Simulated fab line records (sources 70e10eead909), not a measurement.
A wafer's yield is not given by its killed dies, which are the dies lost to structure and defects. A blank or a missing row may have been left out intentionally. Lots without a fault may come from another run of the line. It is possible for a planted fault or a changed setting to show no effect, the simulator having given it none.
A struck lot beside a sound one ; flow nand_harc ; 15 steps out of a route of 1159
Sound: wafers L578.3, L578.4, L578.6. Struck: wafers L584.2, L584.4, L584.5. The cause comes at the end.
For every step that has rows: the tool of each side, followed by ch and its chambers, followed by its first start. Under that, the readings that differ: sound wafers ; struck wafers ; difference of the means ; sigmas: that difference in standard deviations of wafers without a fault.
alike: readings with means less than 2 such deviations apart, plus words and numbers identical on both sides. not compared: withheld readings, readings lacking a value on some wafer, bounds such as >300 that could conceal the same value, and numbers that have no deviation in the record and whose values overlap.
Wherever a step has rows on one side only, a row that says differs or no value, or a row with sigmas, the two part there. Numbers that have no deviation but don't overlap get no sigmas and don't part them. Lack of a reading on every wafer of one side parts them only where that side has two or more wafers.

NHARC_P_START_INSPECT_01:
  sound on defect_inspect-02, day 3 18:02; struck on defect_inspect-01, day 5 06:02
  alike: raw_defect_count
then, 9 steps without rows for these wafers: NHARC_P_ZERO_WELL_PRECLEAN_00 (cleans in SPM, time 600 s); NHARC_P_ZERO_WELL_SRD_01; NHARC_P_ZERO_WELL_PECVD_02 (deposits SiO2, target thk 10 nm); NHARC_P_ZERO_WELL_DEHYDRATE_03 (time 120 s); NHARC_P_ZERO_WELL_HMDS_04 (time 30 s); NHARC_P_ZERO_WELL_COAT_64 (time 65 s); NHARC_P_ZERO_WELL_COAT_05 (resist thk 600 nm); NHARC_P_ZERO_WELL_SOFTBAKE_06 (time 70 s); NHARC_P_ZERO_WELL_EBR_07.
NHARC_P_ZERO_WELL_EXPOSE_08: exposes mask P ZERO, target cd 500 nm.
  sound on krf_scanner-02 ch 0, day 3 18:59; struck on krf_scanner-04 ch 0, day 5 06:58
reading;sound;struck;difference;sigmas
exposure_dose_mJ_cm2;33.78 33.80 33.79;48.14 48.12 48.14;+14.34;+99 or more
  alike: mask
then, 2 steps without rows for these wafers: NHARC_P_ZERO_WELL_PEB_09 (peb time 80 s); NHARC_P_ZERO_WELL_DEVELOP_10 (time 50 s).
NHARC_P_ZERO_WELL_CD_MEAS_11: target cd 500 nm.
  sound on cd_sem-02 ch 0, day 3 19:08; struck on cd_sem-01 ch 0, day 5 07:07
reading;sound;struck;difference;sigmas
cd_nm (nm);499.7 498.0 498.7;565.2 568.3 566.6;+67.9;+23
then, 1 step without rows for these wafers: NHARC_P_ZERO_WELL_HARDBAKE_12 (time 65 s).

WHERE THEY PART
Earliest at NHARC_P_ZERO_WELL_EXPOSE_08; latest, in this record, at NHARC_P_ZERO_WELL_CD_MEAS_11.

WHY: what had been put in by the simulator
Process parameters drifting: krf_scanner-04 at NHARC_P_ZERO_WELL_EXPOSE_08, beginning at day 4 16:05. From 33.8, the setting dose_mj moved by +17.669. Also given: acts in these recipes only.
